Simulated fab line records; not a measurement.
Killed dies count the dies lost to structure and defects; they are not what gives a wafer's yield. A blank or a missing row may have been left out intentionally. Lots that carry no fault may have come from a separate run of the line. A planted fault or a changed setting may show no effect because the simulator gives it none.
Which tool did it?    flow n5Finfet    Sampling: 11 lots, 33 wafers, 4 of 1938 route steps

WHAT THE GAUGES READ, wafer by wafer
No reading from a measuring or inspecting step in the record can be judged against a usual standard deviation.

WHAT TOOL EACH LOT RAN ON (gives the tool, then ch and the chambers of the sampled wafers, and finally the start)
lot   N5_BEOL_M8_ILD_DEP_00            N5_BEOL_M8_CURE_74            N5_BEOL_M8_ETCH_61                 N5_BEOL_M8_COAT_63
L160  pecvd-03 ch 0,2, day 10 00:55    uvCure-01 ch 0, day 10 01:04  rieDiel-02 ch 2,3, day 10 03:25    lithoTrack-01 ch 0, day 10 04:04
L162  pecvd-01 ch 0, day 10 14:50      uvCure-02 ch 0, day 10 15:00  rieDiel-05 ch 1,3, day 10 16:10    lithoTrack-02 ch 0, day 10 16:55
L165  pecvd-01 ch 0,2, day 11 05:09    uvCure-01 ch 0, day 11 05:13  rieDiel-03 ch 0,1, day 11 08:31    lithoTrack-02 ch 0, day 11 12:06
L167  pecvd-03 ch 0,2, day 11 10:38    uvCure-02 ch 2, day 11 10:52  rieDiel-03 ch 0,1,3, day 11 14:11  lithoTrack-04 ch 0, day 11 18:09
L166  pecvd-03 ch 0,2, day 11 22:37    uvCure-03 ch 1, day 11 22:46  rieDiel-02 ch 1,2,3, day 12 02:01  lithoTrack-04 ch 0, day 12 04:25
L168  pecvd-03 ch 0,2, day 12 06:05    uvCure-03 ch 1, day 12 06:09  rieDiel-03 ch 0,1,2, day 12 10:13  lithoTrack-04 ch 0, day 12 10:42
L170  pecvd-03 ch 0,1,2, day 12 17:08  uvCure-01 ch 2, day 12 17:13  rieDiel-05 ch 0,3, day 12 20:11    lithoTrack-04 ch 0, day 12 21:21
L175  pecvd-01 ch 0,1,2, day 13 11:46  uvCure-02 ch 1, day 13 11:50  rieDiel-02 ch 0,1,3, day 13 15:29  lithoTrack-04 ch 0, day 13 17:18
L176  pecvd-02 ch 0,1,2, day 14 02:21  uvCure-01 ch 0, day 14 02:25  rieDiel-05 ch 0,1,2, day 14 04:50  lithoTrack-01 ch 0, day 14 07:40
L179  pecvd-02 ch 0,1, day 15 00:11    uvCure-01 ch 0, day 15 00:15  rieDiel-03 ch 1,2, day 15 02:31    lithoTrack-01 ch 0, day 15 04:26
L180  pecvd-03 ch 0,1,2, day 15 02:56  uvCure-01 ch 2, day 15 03:04  rieDiel-03 ch 0,1, day 15 06:19    lithoTrack-01 ch 0, day 15 09:41
- N5_BEOL_M8_ILD_DEP_00: deposits SiCOH lowk from DEMS/porogen, target thk 179.75 nm, time 33.4 s.
- N5_BEOL_M8_CURE_74: cures SiCOH lowk, time 240 s.
- N5_BEOL_M8_ETCH_61: etches SiARC in CF4, target depth 45.5 nm, time 75.8 s.
- N5_BEOL_M8_COAT_63: time 60 s, resist thk 60 nm.

WHAT THE TOOLS THEMSELVES READ (means of the sampled wafers that have a number; where no wafer has one, the mark that the record gives instead)
N5_BEOL_M8_ILD_DEP_00. Usual: chamberPressureTorr 5.002 Torr, standard deviation 0.011; heaterPowerW 297 W, standard deviation 47; showerheadPlenumPTorr 5.736 Torr, standard deviation 0.019; throttleValvePct 13.7 %, standard deviation 0.85.
lot   tool      chamberPressureTorr (Torr)  heaterPowerW (W)  showerheadPlenumPTorr (Torr)  throttleValvePct (%)  flag
L160  pecvd-03  5.015                       316               5.748                         14.8                  
L162  pecvd-01  5.000                       329               5.714                         12.7                  
L165  pecvd-01  5.011                       336               5.725                         12.8                  
L167  pecvd-03  5.007                       266               5.759                         14.7                  
L166  pecvd-03  5.010                       275               5.741                         14.0                  
L168  pecvd-03  4.986                       279               5.728                         14.1                  
L170  pecvd-03  4.999                       268               5.749                         14.0                  
L175  pecvd-01  5.000                       339               5.733                         12.9                  
L176  pecvd-02  4.996                       279               5.735                         13.9                  
L179  pecvd-02  4.995                       298               5.747                         14.3                  
L180  pecvd-03  5.006                       278               5.753                         13.9                  

N5_BEOL_M8_CURE_74. Usual: lampPowerPct 52.31 %, standard deviation 0.05; wafer_temp_C_max 387.3, standard deviation 0.74.
lot   tool       lampPowerPct (%)  wafer_temp_C_max  flag
L160  uvCure-01  52.31             387.9             
L162  uvCure-02  52.31             387.1             
L165  uvCure-01  52.33             387.5             
L167  uvCure-02  52.30             388.0             
L166  uvCure-03  52.33             387.2             
L168  uvCure-03  52.32             387.2             
L170  uvCure-01  52.38             387.2             
L175  uvCure-02  52.31             386.5             
L176  uvCure-01  52.31             387.6             
L179  uvCure-01  52.29             387.7             
L180  uvCure-01  52.24             387.4             

N5_BEOL_M8_ETCH_61. Usual: biasW 36.00 W, standard deviation 0.1; chamberPressureMTorr 40.00 mTorr, standard deviation 0.035; drypumpMotorCurrentA 5.9 A, standard deviation 0.4; etchRfOnTimeS 75.0 s, standard deviation 1.6; oesProductAu 0.71 a.u., standard deviation 0.097; rfVppV 183.8 V, standard deviation 1.1; showerheadPlenumPTorr 2.12 Torr, standard deviation 0.06; throttleValvePct 15.52 %, standard deviation 0.21.
lot   tool        biasW (W)  chamberPressureMTorr (mTorr)  drypumpMotorCurrentA (A)  etchRfOnTimeS (s)  oesProductAu (a.u.)  rfVppV (V)  showerheadPlenumPTorr (Torr)  throttleValvePct (%)  flag
L160  rieDiel-02  36.07      39.97                         5.9                       74.7               0.75                 183.5       2.08                          15.54                 
L162  rieDiel-05  35.96      40.00                         6.0                       73.8               0.60                 185.2       2.20                          15.91                 
L165  rieDiel-03  36.03      40.02                         6.3                       76.6               0.71                 184.2       2.13                          15.55                 
L167  rieDiel-03  36.03      40.00                         6.2                       74.9               0.70                 183.9       2.12                          15.51                 
L166  rieDiel-02  36.08      39.99                         5.7                       76.6               0.69                 184.1       2.13                          15.56                 
L168  rieDiel-03  36.07      40.03                         6.0                       74.7               0.76                 183.4       2.11                          15.45                 
L170  rieDiel-05  35.98      40.03                         6.0                       74.0               0.77                 184.4       2.19                          15.38                 
L175  rieDiel-02  36.12      39.95                         5.9                       76.1               0.63                 182.6       2.07                          15.67                 
L176  rieDiel-05  35.93      39.98                         5.5                       74.5               0.78                 184.8       2.15                          15.30                 
L179  rieDiel-03  35.98      39.99                         5.8                       73.1               0.73                 183.8       2.10                          15.43                 
L180  rieDiel-03  35.97      39.97                         6.3                       75.9               0.72                 183.2       2.10                          15.54                 

N5_BEOL_M8_COAT_63. Usual: 1499.9 rpm for spinSpeedRpm, sd 1.
lot   tool           spinSpeedRpm (rpm)  flag
L160  lithoTrack-01  1499.6              
L162  lithoTrack-02  1500.5              
L165  lithoTrack-02  1500.5              
L167  lithoTrack-04  1499.4              
L166  lithoTrack-04  1499.2              
L168  lithoTrack-04  1595.5              OFF
L170  lithoTrack-04  1595.5              OFF
L175  lithoTrack-04  1597.4              OFF
L176  lithoTrack-01  1499.8              
L179  lithoTrack-01  1497.7              
L180  lithoTrack-01  1500.0              

THE ANSWER, worked out from the rows above alone
Rule: lot off if the mean of its wafers having a number is beyond 3 standard deviations from the usual mean. Also off: a lot with no number at a reading for which 4 or more lots have one. Where the step has rows for the other lots, those lots are counted as sound. Order of review: gauges by route order, followed by the tools' own readings, for which a lot's mean as printed above is used. At the first step where some lot is off, the reading lying furthest off is the one used; lots without a number count as furthest.
Off: L168, L170, L175, at N5_BEOL_M8_COAT_63 (spinSpeedRpm).
A tool fits if, at that step or a process step before it, it ran every lot that is off, and no sound lot after the first of them. One candidate fits, namely lithoTrack-04 at N5_BEOL_M8_COAT_63. A fault onset in the window from L166 (day 12 04:25, its last sound lot) to L168 (day 12 10:42, its first lot off) fits.
On the lots that are off, the tool's own readings at N5_BEOL_M8_COAT_63 differ by more than 5 times the standard deviation of the sound lots' means, which bears it out; spinSpeedRpm reads 1596.1 rpm there versus 1499.6 rpm on the sound lots.

WHAT WAS PUT IN BY THE SIMULATOR
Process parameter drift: lithoTrack-04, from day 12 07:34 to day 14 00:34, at N5_BEOL_M8_COAT_63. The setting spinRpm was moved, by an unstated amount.
Shown lots that were struck: L168, L170, L175. This agrees with what the rule above found.
